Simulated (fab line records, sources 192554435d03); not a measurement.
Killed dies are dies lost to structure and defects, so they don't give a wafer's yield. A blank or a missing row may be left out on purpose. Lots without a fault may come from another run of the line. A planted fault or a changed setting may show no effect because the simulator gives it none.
Chamber matching | flow n5_finfet | N5_BEOL_M4_STRIP_66 on rie_diel-04: 4 sister chambers
The step strips in CF4. 4 wafers are shown with their chamber, then 10 later ones without.

WAFERS WITH THEIR CHAMBER
wafer  | chamber | drypump_motor_current_A (A)
L081.2 | 0       | 5.1
L081.3 | 1       | 5.8
L091.1 | 3       | 6.4
L091.2 | 2       | 6.2

WAFERS WITHOUT THEIR CHAMBER
wafer  | drypump_motor_current_A (A)
L091.4 | 6.4
L093.1 | 5.8
L093.2 | 6.4
L093.4 | 5.8
L094.3 | 6.1
L094.5 | 6.1
L094.6 | 5.8
L095.1 | 5.8
L095.2 | 6.1
L095.3 | 6.4

WHICH CHAMBER EACH WENT THROUGH
wafer  | from the rows above | in truth
L091.4 | 3                   | 3
L093.1 | 1                   | 1
L093.2 | 3                   | 3
L093.4 | 1                   | 1
L094.3 | 2                   | 2
L094.5 | 2                   | 2
L094.6 | 1                   | 1
L095.1 | 1                   | 1
L095.2 | 2                   | 2
L095.3 | 3                   | 3
Placed correctly: 10 of 10. Can't be placed from these rows: 0. Placed wrongly: 0.
How it was worked out, from the rows above alone: a wafer's distance from a chamber is the root of the sum, over the readings, of the square of ((its reading less the chamber's mean) divided by the reading's scatter). The wafer belongs to the nearest chamber; if the next one is less than 2 further off, it can't be placed. A chamber's mean is the mean of its shown wafers. The scatter: with one shown wafer a chamber, the root of the mean of the squares of how far each hidden wafer lies from its nearest shown one.
